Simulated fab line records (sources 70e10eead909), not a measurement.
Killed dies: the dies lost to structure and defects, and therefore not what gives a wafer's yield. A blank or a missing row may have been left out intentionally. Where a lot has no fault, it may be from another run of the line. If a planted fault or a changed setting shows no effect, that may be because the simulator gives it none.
Chamber matching ; flow nand harc ; NHARC_P_GATE_DESCUM_13 on rie diel-13 has 4 sister chambers
The step chemistry O2, time 3 s. 16 wafers are shown with their chamber, then 8 later ones without.

EACH WAFER AND ITS CHAMBER
wafer;chamber;drypump motor current A (A);oes product au (a.u.);rf vpp V (V)
L076.1;0;5.9;0.985;56.2
L076.2;3;5.5;0.992;58.1
L076.6;3;5.5;0.991;56.4
L078.1;3;5.5;0.998;57.0
L078.5;2;5.3;0.981;58.5
L078.6;1;6.1;0.990;57.4
L080.1;0;5.9;0.986;58.1
L080.2;3;5.5;1.001;56.6
L080.4;2;5.4;0.988;57.3
L081.2;1;6.1;0.990;57.1
L081.4;2;5.4;0.988;58.0
L081.6;2;5.3;0.987;57.8
L083.2;3;5.5;1.008;56.4
L083.5;1;6.1;1.000;57.7
L083.6;0;5.9;0.994;56.3
L084.2;3;5.5;1.001;57.3

SIGNATURES, as means of the wafers listed above
reading;chamber 0;chamber 1;chamber 2;chamber 3;scatter within a chamber
drypump motor current A;5.900;6.100;5.350;5.500;0.0289
oes product au;0.98833;0.99333;0.98600;0.99850;0.00541
rf vpp V;56.867;57.400;57.900;56.967;0.67
Rule: for each reading, subtract the chamber's mean from the wafer's reading, divide by that reading's scatter and square the result; add these up over the readings and take the root, which gives the wafer's distance from the chamber. If the next closest chamber is less than 2 further off than the closest, the wafer can't be placed; otherwise it belongs to the closest. The scatter is the square root of a quotient: the sum, over the shown wafers, of each reading's squared deviation from its chamber's mean, divided by wafers minus chambers.

WAFERS WITHOUT THEIR CHAMBER
wafer;drypump motor current A (A);oes product au (a.u.);rf vpp V (V)
L084.3;5.3;0.987;58.1
L084.5;5.9;0.987;57.5
L087.1;5.3;0.986;57.8
L087.5;5.3;0.988;57.6
L087.6;5.5;0.989;56.9
L088.1;6.1;1.002;56.0
L088.3;5.5;0.990;57.9
L088.6;5.3;0.994;57.7

EACH ONE'S CHAMBER
wafer;from the rows above;in truth
L084.3;2;2
L084.5;0;0
L087.1;2;2
L087.5;2;2
L087.6;3;3
L088.1;1;1
L088.3;3;3
L088.6;2;2
Placed correctly: 8 of 8. Can't be placed from these rows: 0. Number placed wrongly: 0.
